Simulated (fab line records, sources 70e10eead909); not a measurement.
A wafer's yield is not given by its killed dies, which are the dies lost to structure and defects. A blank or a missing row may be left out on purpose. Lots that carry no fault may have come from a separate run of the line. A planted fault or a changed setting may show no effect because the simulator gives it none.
Which of the tools did it? || flow nand harc || 21 wafers from 7 lots sampled at 3 of the route's 1159 steps

== WHAT THE GAUGES READ, wafer by wafer ==
NHARC_A_SLIT_CD_MEAS_21.
{"lot": "L334", "measured": "day 14 19:14", "on": "cd sem-01", "cd nm (nm)": "288.1 288.3 287.4"}
{"lot": "L337", "measured": "day 15 10:38", "on": "cd sem-03", "cd nm (nm)": "288.7 288.8 288.3"}
{"lot": "L338", "measured": "day 15 18:27", "on": "cd sem-03", "cd nm (nm)": "289.2 289.5 288.9"}
{"lot": "L346", "measured": "day 17 08:11", "on": "cd sem-01", "cd nm (nm)": "291.2 290.8 290.4"}
{"lot": "L352", "measured": "day 18 11:34", "on": "cd sem-02", "cd nm (nm)": "287.8 287.8 287.4"}
{"lot": "L351", "measured": "day 19 02:13", "on": "cd sem-03", "cd nm (nm)": "289.8 289.1 289.7"}
{"lot": "L354", "measured": "day 20 08:02", "on": "cd sem-02", "cd nm (nm)": "289.8 290.6 289.6"}

== TOOL THAT RAN EACH LOT (tool first, then ch and the chambers of the sampled wafers, then the start) ==
{"lot": "L334", "NHARC_A_SLIT_DEP_23": "pecvd-04 ch 1,2, day 14 12:45", "NHARC_A_SLIT_STRIP_18": "rie diel-10 ch 0,3, day 14 19:14 or earlier"}
{"lot": "L337", "NHARC_A_SLIT_DEP_23": "pecvd-04 ch 1,2, day 15 03:47", "NHARC_A_SLIT_STRIP_18": "rie diel-13 ch 1,2, day 15 10:38 or earlier"}
{"lot": "L338", "NHARC_A_SLIT_DEP_23": "pecvd-04 ch 0, day 15 12:37", "NHARC_A_SLIT_STRIP_18": "rie diel-13 ch 1,2,3, day 15 18:27 or earlier"}
{"lot": "L346", "NHARC_A_SLIT_DEP_23": "pecvd-02 ch 0,1,2, day 17 03:55", "NHARC_A_SLIT_STRIP_18": "rie diel-13 ch 0,2,3, day 17 08:11 or earlier"}
{"lot": "L352", "NHARC_A_SLIT_DEP_23": "pecvd-04 ch 0,1,2, day 18 06:31", "NHARC_A_SLIT_STRIP_18": "rie diel-13 ch 2,3, day 18 11:34 or earlier"}
{"lot": "L351", "NHARC_A_SLIT_DEP_23": "pecvd-04 ch 0,2, day 18 21:53", "NHARC_A_SLIT_STRIP_18": "rie diel-13 ch 1,2,3, day 19 02:13 or earlier"}
{"lot": "L354", "NHARC_A_SLIT_DEP_23": "pecvd-01 ch 1,2, day 20 03:54", "NHARC_A_SLIT_STRIP_18": "rie diel-10 ch 1,2, day 20 08:02 or earlier"}
- NHARC_A_SLIT_DEP_23: deposits SiON, target thk 100 nm.
- NHARC_A_SLIT_STRIP_18: strips in O2.

== THE ANSWER, worked out from the rows above alone ==
Rule: the usual values come from the lots themselves. Put in order of their means at a reading, lots are off if they are a third of the lots or fewer, leave a main group of 4 or more, and stand apart from it by a gap of 3 or more times the standard deviation of the main group's means; of several such gaps the widest counts. The tables above print the reading to a certain number of digits; a main group whose means all agree to those digits is not used. Also off: a lot with no number at a reading for which 4 or more lots have one. Any other lot the step has rows for is counted as sound.
Nothing can be told from this: no lot is off at any reading shown.

== WHAT THE SIMULATOR HAD INSERTED ==
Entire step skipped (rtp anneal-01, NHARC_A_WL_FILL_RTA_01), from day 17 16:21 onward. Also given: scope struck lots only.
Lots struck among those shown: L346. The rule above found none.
